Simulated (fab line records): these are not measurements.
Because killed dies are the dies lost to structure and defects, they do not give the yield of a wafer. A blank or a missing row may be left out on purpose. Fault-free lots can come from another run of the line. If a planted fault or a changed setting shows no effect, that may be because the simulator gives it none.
One fault through the eyes of 2 desks -- flow n5 finfet -- each desk has only its own numbers; what lay behind them comes last

THE TOOL OWNER'S DESK: rie diel-01
The tool's own readings at N5_BEOL_M8_VIA_ETCH_34 (etches SiCOH lowk in C4F6/O2, target depth 125.5 nm, time 50.5 s): means of the sampled wafers that have a number, for each lot that ran on this tool. Any lot whose mean is over 4 standard deviations away from the usual mean is out of limits and marked OUT; that distance is given in the brackets.
Columns: A = bias w at N5_BEOL_M8_VIA_ETCH_34, usual 185.0 W; B = drypump motor current A at N5_BEOL_M8_VIA_ETCH_34, usual 5.6 A; C = oes product au at N5_BEOL_M8_VIA_ETCH_34, usual 0.80 a.u.; D = rf fwd power W at N5_BEOL_M8_VIA_ETCH_34, usual 341.7 W; E = rf vpp V at N5_BEOL_M8_VIA_ETCH_34, usual 654 V; F = showerhead plenum p Torr at N5_BEOL_M8_VIA_ETCH_34, usual 2.83 Torr; G = throttle valve pct at N5_BEOL_M8_VIA_ETCH_34, usual 20.80 %
lot,first seen here,A,B,C,D,E,F,G
L142,day 11 10:17,184.9,5.8,0.86,342.7,648,2.85,20.74
L141,day 11 18:13,205.3 (+38) OUT,5.8,0.87,342.2,706,2.85,20.73
L143,day 11 18:37,205.9 (+39) OUT,5.6,0.75,341.5,717 (+4.2) OUT,2.84,20.81
Finding of this desk: L141, L143 out of limits; the first was L141 at day 11 18:13, on bias w at N5_BEOL_M8_VIA_ETCH_34. Within limits: L142.

AT THE METROLOGY DESK
What the gauges read, lot by lot, whatever tool the lot ran on: means of the sampled wafers that have a number. Any lot whose mean is over 4 standard deviations away from the usual mean is out of limits and marked OUT; that distance is given in the brackets.
Columns: A = cd nm at N5_BEOL_M8_CD_MEAS_28, usual 40.08 nm; B = V7_OVL at N5_BEOL_M8_OVL_MEAS_29, usual -0.1 nm
lot,first seen here,A,B
L136,day 9 22:01,39.92,-0.1
L135,day 10 16:50,40.20,-0.2
L142,day 11 09:59,39.91,0.1
L141,day 11 17:38,40.11,-0.7
L143,day 11 17:48,40.11,-1.0
L145,day 12 21:04,40.39,-0.3
L146,day 13 04:38,39.79,0.2
L147,day 13 04:47,40.08,0.5
L149,day 13 10:39,39.77,1.0
L151,day 13 15:10,40.13,0.2
L155,day 14 16:34,39.85,0.2
L157,day 15 11:52,40.18,-0.9
This desk found nothing out of limits on any of the 12 lots.

PUT TOGETHER
The tool owner's desk could have raised an alarm at day 11 18:13, on L141, L143.
At the metrology desk, nothing out of limits was observed.
The metrology desk holds a record of L141, L143, inside its limits.
Every lot named ran N5_BEOL_M8_VIA_ETCH_34 on rie diel-01.

WHAT THE SIMULATOR HAD PUT IN
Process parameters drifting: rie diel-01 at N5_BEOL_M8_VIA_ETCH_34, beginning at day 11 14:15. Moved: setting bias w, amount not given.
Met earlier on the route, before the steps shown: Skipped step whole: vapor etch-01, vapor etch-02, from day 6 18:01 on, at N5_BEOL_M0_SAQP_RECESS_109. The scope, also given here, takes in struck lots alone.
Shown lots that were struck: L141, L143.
Each desk's first reading out of limits, in hours after the fault started: the tool owner's desk, 4.
